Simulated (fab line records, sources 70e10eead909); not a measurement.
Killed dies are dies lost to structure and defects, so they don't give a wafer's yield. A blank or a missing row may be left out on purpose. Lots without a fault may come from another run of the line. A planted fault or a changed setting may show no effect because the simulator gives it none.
Problem report in the 8D (eight disciplines) form, filled by code | flow nand_harc | the parts of the form that need people (team, actions taken, sign-off) are left out

1. THE PROBLEM
killed_dies at NHARC_END_SORT_01 reads a mean of 677 on 1 wafer of 1 lot; wafers without a fault read 57 with a standard deviation of 16. That is +39 standard deviations from the usual mean.
First seen on wafer L162.5, day 27 19:16, on prober-01. The record holds 9 wafers of 3 lots with a number at this step. Rule for "out", or "out of limits": more than 4 standard deviations from the usual mean. The other wafers with a number count as sound.

2. WHAT IT IS AND WHAT IT IS NOT
question                    | is                           | is not
which readings at this step | killed_dies, killed_at_array | killed_at_other, killed_open, killed_short
which lots                  | L162                         | L154, L172
which wafers of those lots  | L162.5                       | L162.1, L162.2
read on which gauges        | prober-01                    | prober-02
when                        | from day 27 19:16            | up to then (5 sound wafers); but 3 sound wafers of L172 came after

3. SUSPECTS, AND WHAT RULES EACH OUT
Counting: a tool at a process step up to the reading stays a suspect if it ran every lot that is out. Sound lots after the first of them don't rule it out here, since some wafers of a struck lot are sound.
- the gauge at NHARC_END_SORT_01: ruled out. All the wafers that are out were read on prober-01, but those of them that NHARC_A_CONTACT_ETCH_97 has rows for are out there too, on other tools.
- rie_diel-13 at NHARC_A_CONTACT_ETCH_75 (etches the open film in CF4, target depth 39 nm, time 65 s): kept. It ran the lot that is out, L162 (day 25 04:58).
- rie_diel-13 at NHARC_A_CONTACT_ETCH_76 (etches the open film in N2/H2, target depth 260 nm, time 475.3 s): kept. It ran the lot that is out, L162 (day 25 07:55). NHARC_A_CONTACT_ETCH_76 gives no start for some lots, so the hours and the order of its lots are those of NHARC_A_CONTACT_ETCH_132.
- har_cap_etch-02 at NHARC_A_CONTACT_ETCH_132 (etches the open film in C4F8/O2/Ar, time 197 s, target depth 1924 nm): kept. It ran the lot that is out, L162 (day 25 07:55).
- rie_diel-07 at NHARC_A_CONTACT_ETCH_97 (etches the open film in C4F6/O2, target depth 20 nm, time 10 s): kept. It ran the lot that is out, L162 (day 25 09:01); its last sound lot up to then is L154 (day 22 19:59). Its own readings are out on those wafers: oes_product_au.
- Within rie_diel-13 at NHARC_A_CONTACT_ETCH_76: the wafers that are out ran in chamber 0; their sound lot-mates ran in chambers 2, 3.
- Within rie_diel-07 at NHARC_A_CONTACT_ETCH_97: the wafers that are out ran in chamber 0; their sound lot-mates ran in chambers 1, 3.
Left after counting: rie_diel-13 at NHARC_A_CONTACT_ETCH_75, rie_diel-13 at NHARC_A_CONTACT_ETCH_76, har_cap_etch-02 at NHARC_A_CONTACT_ETCH_132, rie_diel-07 at NHARC_A_CONTACT_ETCH_97.

4. THE CAUSE (what the simulator had put in)
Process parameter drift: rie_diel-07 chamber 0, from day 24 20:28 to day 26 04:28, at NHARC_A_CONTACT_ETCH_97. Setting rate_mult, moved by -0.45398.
Counting left 4 suspects, and this tool is among them.

5. THE CHAIN OF EFFECTS, in route order
Each row: a reading whose mean over the struck wafers that have a number lies more than 3 standard deviations from the usual. Only readings for which the record gives a usual standard deviation are gone through. hours: the time from each lot's start at the first step in this table that gives one to its start at this step, as a median over the lots. sigmas: the change in usual standard deviations.
hours | step                    | reading             | usual      | on struck wafers | change | sigmas
0     | NHARC_A_CONTACT_ETCH_97 | oes_product_au      | 0.969 a.u. | 0.715            | -0.254 | -9.1
58    | NHARC_END_SORT_01       | killed_at_array     | 52         | 662              | +610   | +38
58    | NHARC_END_SORT_01       | killed_at_periphery | 4.2        | 14.0             | +9.8   | +3.4
58    | NHARC_END_SORT_01       | killed_dies         | 57         | 677              | +620   | +39
The process steps in it:
- NHARC_A_CONTACT_ETCH_97: etches the open film in C4F6/O2, target depth 20 nm, time 10 s.

6. WHAT WOULD HAVE CAUGHT IT SOONER
In this record the first reading out of limits at a measuring or inspecting step was taken at day 27 19:16, 71 hours after the fault began at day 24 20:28.
The tool's own readings at NHARC_A_CONTACT_ETCH_97 were out on every struck wafer that the step has a row for (oes_product_au): an alarm limit on them would have fired on the first of those.
All the lots that are out (1) had begun NHARC_A_CONTACT_ETCH_97 on rie_diel-07 by day 27 19:16. A hold on the tool at that time would have spared none of them.
